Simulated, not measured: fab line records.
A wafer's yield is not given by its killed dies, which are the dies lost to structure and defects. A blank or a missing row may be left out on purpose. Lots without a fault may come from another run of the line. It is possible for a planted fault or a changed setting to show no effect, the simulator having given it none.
Problem report, 8D (eight disciplines) form, completed by code :: flow nand-harc :: the parts of the form that need people (team, actions taken, sign-off) are left out

## 1. WHAT WENT WRONG
Wafers without a fault read 55, standard deviation 21; raw-defect-count at NHARC_A_SOURCE_PLATE_INSPECT_08 reads a mean of 480 on 6 wafers belonging to 2 lots. Relative to the usual mean, that is a shift of +20 standard deviations.
The first sign was on wafer L568.2 at day 12 19:46, on defect-inspect-02. The record holds 39 wafers of 13 lots with a number at this step. Rule for "out", or "out of limits": more than 4 standard deviations from the usual mean. The rest of the wafers with a number are treated as sound.

## 2. WHAT IT IS, AND WHAT IT ISN'T
question: which readings at this step
is: raw-defect-count
is not: -

question: which lots
is: L568, L570
is not: L556, L557, L558, L560, L562, L574, L575, L576, L577, L578, L579

question: which wafers of those lots
is: all that have a number
is not: -

question: read on which gauges
is: defect-inspect-02
is not: defect-inspect-01

question: when
is: from day 12 19:46
is not: up to then (15 sound wafers); but 18 sound wafers of L574, L575, L576, L577, L578, L579 came after

## 3. THE SUSPECTS, EACH WITH WHAT RULES IT OUT
Counting: a tool at a process step up to the reading stays a suspect if it ran every lot that is out and no sound lot after the first of them.
- the gauge at NHARC_A_SOURCE_PLATE_INSPECT_08: kept. All the wafers that are out were read on defect-inspect-02, and no step on other tools shows them out.
- wet-bench-04 at NHARC_A_SOURCE_PLATE_PRECLEAN_00 (cleans in HF-LAST, time 60 s): ruled out as a lasting fault. Following L568 (day 11 23:14), the first lot on it that is out, the sound lots L577, L579 were run on it.
Remaining after the count: defect-inspect-02 at NHARC_A_SOURCE_PLATE_INSPECT_08.

## 4. THE CAUSE (what the simulator had put in)
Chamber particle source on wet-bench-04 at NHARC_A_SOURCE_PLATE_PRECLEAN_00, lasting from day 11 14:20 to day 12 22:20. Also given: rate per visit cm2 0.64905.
Counting ruled it out, wrongly: the rule takes a fault to strike every lot that its tool runs from its start on, and this one did not.

## 5. SEQUENCE OF EFFECTS, ordered by route
Each row: a reading whose mean over the struck wafers that have a number lies more than 3 standard deviations from the usual. Only readings whose record carries a usual standard deviation are examined. hours: median over the lots of the time between each lot's start at the first step of this table that gives one and its start at this step. sigmas: the change, counted in usual standard deviations.
hours: 0
step: NHARC_A_SOURCE_PLATE_INSPECT_08
reading: raw-defect-count
usual: 55
on struck wafers: 480
change: +424
sigmas: +20
At these later measuring or inspecting steps, every struck wafer for which the step has a row has a number for every such reading, and none has moved that far: NHARC_A_ONON_D1_THK_MEAS_18, NHARC_END_SORT_01.

## 6. HOW IT WOULD HAVE BEEN CAUGHT EARLIER
29 hours passed between the start of the fault at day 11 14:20 and the first reading out of limits at a measuring or inspecting step in this record, taken at day 12 19:46.
